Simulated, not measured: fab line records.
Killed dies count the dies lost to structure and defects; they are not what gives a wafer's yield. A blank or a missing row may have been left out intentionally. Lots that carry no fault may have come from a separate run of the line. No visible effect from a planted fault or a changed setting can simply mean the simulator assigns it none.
Matching of chambers :: flow n5Finfet :: N5_BEOL_M13_ETCH_59 on rieDiel-02: 4 sister chambers
The step etches BARC in N2/H2, target depth 89 nm, overetch 26.7 nm, time 67.9 s. 20 wafers are shown with their chamber, then 10 later ones without.

## WAFERS WITH THEIR CHAMBER
wafer: L075.3
chamber: 0
showerheadPlenumPTorr (Torr): 2.59
drypumpMotorCurrentA (A): 6.4
throttleValvePct (%): 17.3

wafer: L075.4
chamber: 3
showerheadPlenumPTorr (Torr): 2.53
drypumpMotorCurrentA (A): 6.5
throttleValvePct (%): 18.0

wafer: L075.5
chamber: 3
showerheadPlenumPTorr (Torr): 2.53
drypumpMotorCurrentA (A): 6.5
throttleValvePct (%): 18.0

wafer: L074.4
chamber: 3
showerheadPlenumPTorr (Torr): 2.53
drypumpMotorCurrentA (A): 6.5
throttleValvePct (%): 18.0

wafer: L074.5
chamber: 2
showerheadPlenumPTorr (Torr): 2.42
drypumpMotorCurrentA (A): 6.3
throttleValvePct (%): 18.0

wafer: L074.6
chamber: 1
showerheadPlenumPTorr (Torr): 2.60
drypumpMotorCurrentA (A): 5.1
throttleValvePct (%): 17.7

wafer: L077.3
chamber: 1
showerheadPlenumPTorr (Torr): 2.60
drypumpMotorCurrentA (A): 5.1
throttleValvePct (%): 17.7

wafer: L077.4
chamber: 0
showerheadPlenumPTorr (Torr): 2.58
drypumpMotorCurrentA (A): 6.4
throttleValvePct (%): 17.4

wafer: L077.5
chamber: 0
showerheadPlenumPTorr (Torr): 2.58
drypumpMotorCurrentA (A): 6.4
throttleValvePct (%): 17.3

wafer: L078.1
chamber: 0
showerheadPlenumPTorr (Torr): 2.58
drypumpMotorCurrentA (A): 6.4
throttleValvePct (%): 17.3

wafer: L078.2
chamber: 2
showerheadPlenumPTorr (Torr): 2.42
drypumpMotorCurrentA (A): 6.3
throttleValvePct (%): 18.0

wafer: L078.4
chamber: 0
showerheadPlenumPTorr (Torr): 2.58
drypumpMotorCurrentA (A): 6.4
throttleValvePct (%): 17.3

wafer: L081.2
chamber: 3
showerheadPlenumPTorr (Torr): 2.53
drypumpMotorCurrentA (A): 6.4
throttleValvePct (%): 18.0

wafer: L081.3
chamber: 0
showerheadPlenumPTorr (Torr): 2.58
drypumpMotorCurrentA (A): 6.4
throttleValvePct (%): 17.3

wafer: L081.6
chamber: 3
showerheadPlenumPTorr (Torr): 2.53
drypumpMotorCurrentA (A): 6.5
throttleValvePct (%): 18.0

wafer: L084.3
chamber: 2
showerheadPlenumPTorr (Torr): 2.42
drypumpMotorCurrentA (A): 6.3
throttleValvePct (%): 18.0

wafer: L084.4
chamber: 1
showerheadPlenumPTorr (Torr): 2.60
drypumpMotorCurrentA (A): 5.1
throttleValvePct (%): 17.2

wafer: L084.6
chamber: 1
showerheadPlenumPTorr (Torr): 2.60
drypumpMotorCurrentA (A): 5.1
throttleValvePct (%): 17.2

wafer: L085.1
chamber: 2
showerheadPlenumPTorr (Torr): 2.42
drypumpMotorCurrentA (A): 6.3
throttleValvePct (%): 18.0

wafer: L085.3
chamber: 0
showerheadPlenumPTorr (Torr): 2.58
drypumpMotorCurrentA (A): 6.4
throttleValvePct (%): 17.4

SIGNATURES, as means of the wafers listed above
reading: showerheadPlenumPTorr
chamber 0: 2.5814
chamber 1: 2.6000
chamber 2: 2.4200
chamber 3: 2.5300
scatter within a chamber: 0.00231

reading: drypumpMotorCurrentA
chamber 0: 6.400
chamber 1: 5.100
chamber 2: 6.300
chamber 3: 6.480
scatter within a chamber: 0.0224

reading: throttleValvePct
chamber 0: 17.329
chamber 1: 17.450
chamber 2: 18.000
chamber 3: 18.000
scatter within a chamber: 0.129
Rule: for a wafer and a chamber, the distance is found by dividing, reading by reading, the gap between the wafer's reading and the chamber's mean by the reading's scatter, squaring, summing and taking the root. If the next closest chamber is less than 2 further off than the closest, the wafer can't be placed; otherwise it belongs to the closest. The scatter: take each reading less its chamber's mean, square it, sum over the shown wafers, divide by the number of wafers less the number of chambers, and take the root.

## WAFERS WITH NO CHAMBER GIVEN
wafer: L085.5
showerheadPlenumPTorr (Torr): 2.58
drypumpMotorCurrentA (A): 6.4
throttleValvePct (%): 17.4

wafer: L087.1
showerheadPlenumPTorr (Torr): 2.57
drypumpMotorCurrentA (A): 6.4
throttleValvePct (%): 17.4

wafer: L087.5
showerheadPlenumPTorr (Torr): 2.57
drypumpMotorCurrentA (A): 6.4
throttleValvePct (%): 17.4

wafer: L087.6
showerheadPlenumPTorr (Torr): 2.52
drypumpMotorCurrentA (A): 6.4
throttleValvePct (%): 18.0

wafer: L090.1
showerheadPlenumPTorr (Torr): 2.59
drypumpMotorCurrentA (A): 5.1
throttleValvePct (%): 17.2

wafer: L090.4
showerheadPlenumPTorr (Torr): 2.52
drypumpMotorCurrentA (A): 6.4
throttleValvePct (%): 18.0

wafer: L090.5
showerheadPlenumPTorr (Torr): 2.57
drypumpMotorCurrentA (A): 6.4
throttleValvePct (%): 17.4

wafer: L092.1
showerheadPlenumPTorr (Torr): 2.57
drypumpMotorCurrentA (A): 6.4
throttleValvePct (%): 17.4

wafer: L092.4
showerheadPlenumPTorr (Torr): 2.52
drypumpMotorCurrentA (A): 6.5
throttleValvePct (%): 18.1

wafer: L092.6
showerheadPlenumPTorr (Torr): 2.59
drypumpMotorCurrentA (A): 5.1
throttleValvePct (%): 17.2

## WHICH CHAMBER EACH ONE RAN IN
wafer: L085.5
from the rows above: 0
in truth: 0

wafer: L087.1
from the rows above: 0
in truth: 0

wafer: L087.5
from the rows above: 0
in truth: 0

wafer: L087.6
from the rows above: 3
in truth: 3

wafer: L090.1
from the rows above: 1
in truth: 1

wafer: L090.4
from the rows above: 3
in truth: 3

wafer: L090.5
from the rows above: 0
in truth: 0

wafer: L092.1
from the rows above: 0
in truth: 0

wafer: L092.4
from the rows above: 3
in truth: 3

wafer: L092.6
from the rows above: 1
in truth: 1
Correct placement for 10 of the 10. Number that these rows cannot place: 0. 0 placed wrongly.
